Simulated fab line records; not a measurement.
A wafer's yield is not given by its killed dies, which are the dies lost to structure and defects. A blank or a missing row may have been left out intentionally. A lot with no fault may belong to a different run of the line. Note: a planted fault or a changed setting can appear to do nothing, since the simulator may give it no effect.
Matching of chambers    flow n5-finfet    N5_BEOL_M14_CMP_49 on cmp-04: 4 sister chambers
The step polishes, stops on SiO2, t overpolish 5.2 s, target thk 560 nm. 8 wafers are shown with their chamber, then 8 later ones without.

== EACH WAFER AND ITS CHAMBER ==
wafer   chamber  motor-current-A (A)  time-to-endpoint-s (s)
L075.1  1        7.0                  121
L079.4  1        7.1                  123
L082.1  2        7.1                  125
L082.5  3        8.4                  126
L084.1  3        8.6                  125
L084.3  0        7.5                  121
L084.6  0        7.3                  124
L086.3  2        7.5                  125

== WAFERS WITH NO CHAMBER GIVEN ==
wafer   motor-current-A (A)  time-to-endpoint-s (s)
L086.5  8.6                  120
L086.6  7.6                  124
L090.1  9.0                  120
L090.3  7.7                  121
L090.4  6.9                  123
L091.3  8.4                  125
L091.4  7.5                  123
L091.5  8.5                  120

== EACH ONE'S CHAMBER ==
wafer   from the rows above           in truth
L086.5  3                             3
L086.6  can't be placed: 0 or 2 or 1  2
L090.1  3                             3
L090.3  can't be placed: 0 or 1 or 2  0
L090.4  can't be placed: 1 or 2 or 0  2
L091.3  3                             3
L091.4  can't be placed: 0 or 2 or 1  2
L091.5  3                             3
Correctly placed: 4 of 8. From these rows, 4 cannot be placed; in 4 the true chamber is one of the candidates. Wrongly placed: 0.
How it was worked out, from the rows above alone: a wafer's distance from a chamber is the root of the sum, over the readings, of the square of ((its reading less the chamber's mean) divided by the reading's scatter). The wafer belongs to the nearest chamber; if the next one is less than 2 further off, it can't be placed. Each chamber's mean is taken over the wafers shown for it. The scatter: the root of (the sum of the squares of (reading less its chamber's mean) over the shown wafers, divided by (wafers less chambers)).
